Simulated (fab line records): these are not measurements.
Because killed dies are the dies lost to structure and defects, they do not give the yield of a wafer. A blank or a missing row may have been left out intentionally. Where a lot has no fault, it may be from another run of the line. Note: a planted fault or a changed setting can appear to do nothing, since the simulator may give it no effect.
Chamber matching ; flow n5_finfet ; N5_FIN_SAQP_PECVD_48 on pecvd-04: 3 sister chambers
The step deposits SiNx from SiH4/NH3/N2, target thk 25 nm, time 22.1 s. 6 wafers are shown with their chamber, then 12 later ones without.

## EACH WAFER AND ITS CHAMBER
wafer;chamber;throttle_valve_pct (%);showerhead_plenum_p_Torr (Torr)
L080.6;1;36.5;5.16
L084.3;1;36.7;5.15
L084.4;0;45.6;5.08
L085.1;2;37.0;5.11
L085.2;0;45.6;5.07
L085.5;2;36.7;5.11

## WAFERS WITH NO CHAMBER GIVEN
wafer;throttle_valve_pct (%);showerhead_plenum_p_Torr (Torr)
L087.1;36.8;5.15
L087.4;45.6;5.07
L087.5;36.7;5.16
L091.1;37.0;5.18
L091.5;37.0;5.16
L091.6;45.7;5.07
L092.1;37.0;5.10
L092.3;36.7;5.16
L092.4;45.9;5.08
L097.1;37.1;5.11
L097.5;37.1;5.10
L097.6;46.0;5.07

## THE CHAMBER EACH PASSED THROUGH
wafer;from the rows above;in truth
L087.1;1;1
L087.4;0;0
L087.5;1;1
L091.1;1;1
L091.5;1;1
L091.6;0;0
L092.1;2;2
L092.3;1;1
L092.4;0;0
L097.1;2;2
L097.5;2;2
L097.6;0;0
Correct placement for 12 of the 12. Can't be placed from these rows: 0. Number placed wrongly: 0.
How it was worked out, from the rows above alone: a wafer's distance from a chamber is the root of the sum, over the readings, of the square of ((its reading less the chamber's mean) divided by the reading's scatter). The wafer belongs to the nearest chamber; if the next one is less than 2 further off, it can't be placed. A chamber's mean is the mean of its shown wafers. The scatter: take each reading less its chamber's mean, square it, sum over the shown wafers, divide by the number of wafers less the number of chambers, and take the root.
